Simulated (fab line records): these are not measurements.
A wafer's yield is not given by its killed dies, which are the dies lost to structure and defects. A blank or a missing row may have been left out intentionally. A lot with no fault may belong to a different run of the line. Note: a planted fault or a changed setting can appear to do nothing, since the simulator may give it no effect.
A lot that was struck, set against a sound lot || flow nandHarc || 14 out of 1159 route steps
Sound: wafers L440.1, L440.3, L440.6. Struck: wafers L437.2, L437.5 (left out: L437.1, a lot-mate that was not struck); the cause follows at the end.
Per side, at each step with rows, come the tool, then ch with its chambers, and then its first start. Under that, the readings that differ: sound wafers || struck wafers || difference of the means || sigmas: that difference in standard deviations of wafers without a fault.
alike: readings with means less than 2 such deviations apart, plus words and numbers identical on both sides. not compared: withheld readings, readings lacking a value on some wafer, bounds such as >300 that could conceal the same value, and numbers that have no deviation in the record and whose values overlap.
The two part at a step that has a row with sigmas, a row that says differs or no value, or rows on one side only. Non-overlapping numbers with no deviation appear without sigmas and do not part them. Lack of a reading on every wafer of one side parts them only where that side has two or more wafers.

first, 4 steps without rows for these wafers: NHARC_A_WL_FILL_STRIP_28 (strips in post etch residue remover, time 1200 s); NHARC_A_WL_FILL_PRECLEAN_06 (cleans in DIW, time 300 s); NHARC_A_WL_FILL_SRD_07; NHARC_A_WL_FILL_ANNEAL_08 (time 1800 s).
NHARC_A_WL_FILL_ALD_10: deposits SiO2, target thk 50 nm, pulse time 10 s, ald cycles 500.
  sound on aldHk-04 ch 0,1,2, day 18 06:54; struck on aldHk-01 ch 0,2, day 17 07:47
{"reading": "heaterPowerW (W)", "sound": "503 490 480", "struck": "377 429", "difference": -88, "sigmas": -2}
  alike: precursorPulseHeightRel
NHARC_A_WL_FILL_ETCHBACK_16: etches the open film in C4F8/O2/Ar, target depth 88 nm, time 17.6 s.
  sound: rieDiel-03 ch 0,2; struck: rieDiel-12 ch 0,2
  alike: chamberPressureMTorr, oesProductAu, rfVppV
  not compared: rfHoursCounterH
NHARC_A_WL_FILL_STRIP_29: strips in O2, time 20 s.
  sound on rieDiel-03 ch 0,1,2, day 18 10:36; struck on rieDiel-12 ch 1,2, day 17 12:01
{"reading": "rfVppV (V)", "sound": "58.9 59.5 58.4", "struck": "56.6 57.7", "difference": -1.8, "sigmas": -2}
  alike: chamberPressureMTorr, drypumpMotorCurrentA, oesProductAu, showerheadPlenumPTorr, throttleValvePct
  not compared: rfHoursCounterH
NHARC_A_WL_FILL_ETCHBACK_17: etches the open film in Cl2/BCl3, target depth 4 nm, time 26.7 s.
  sound on rieMetal-02 ch 0,1, day 18 10:41; struck on rieMetal-01 ch 1, day 17 12:07
  alike: chamberPressureMTorr, drypumpMotorCurrentA, oesProductAu
  not compared: rfHoursCounterH
then, 3 steps without rows for these wafers: NHARC_A_WL_FILL_PRECLEAN_18 (cleans in dHF, time 30 s); NHARC_A_WL_FILL_SRD_21; NHARC_A_WL_FILL_CVD_23 (deposits poly-Si, target thk 40 nm, time 800 s).
NHARC_A_WL_FILL_ETCHBACK_26: etches the open film in HBr, target depth 52 nm, time 13.3 s.
  sound on rieSi-03 ch 2,3, day 18 15:55; struck on rieSi-05 ch 2,3, day 17 17:16
{"reading": "oesProductAu (a.u.)", "sound": "0.983 0.992 0.990", "struck": "1.227 1.250", "difference": "+0.250", "sigmas": "+32"}
  alike: chamberPressureMTorr, drypumpMotorCurrentA, throttleValvePct
  not compared: rfHoursCounterH
then, 1 step without rows for these wafers: NHARC_A_WL_FILL_PRECLEAN_30 (cleans in dHF, time 10 s).
-- jump in the record: it breaks off in module A_WL_FILL and resumes in module END (first step shown: number 1159 of the route), and 4 days separate the struck wafers' starts before and after --
NHARC_END_SORT_01:
  only the struck wafers appear in the record here, on prober-02 ch 0 at day 21 21:29; the sound ones have no rows

WHERE THEY PART
Earliest at NHARC_A_WL_FILL_ALD_10; latest, in this record, at NHARC_END_SORT_01.

WHY: what the simulator had put in
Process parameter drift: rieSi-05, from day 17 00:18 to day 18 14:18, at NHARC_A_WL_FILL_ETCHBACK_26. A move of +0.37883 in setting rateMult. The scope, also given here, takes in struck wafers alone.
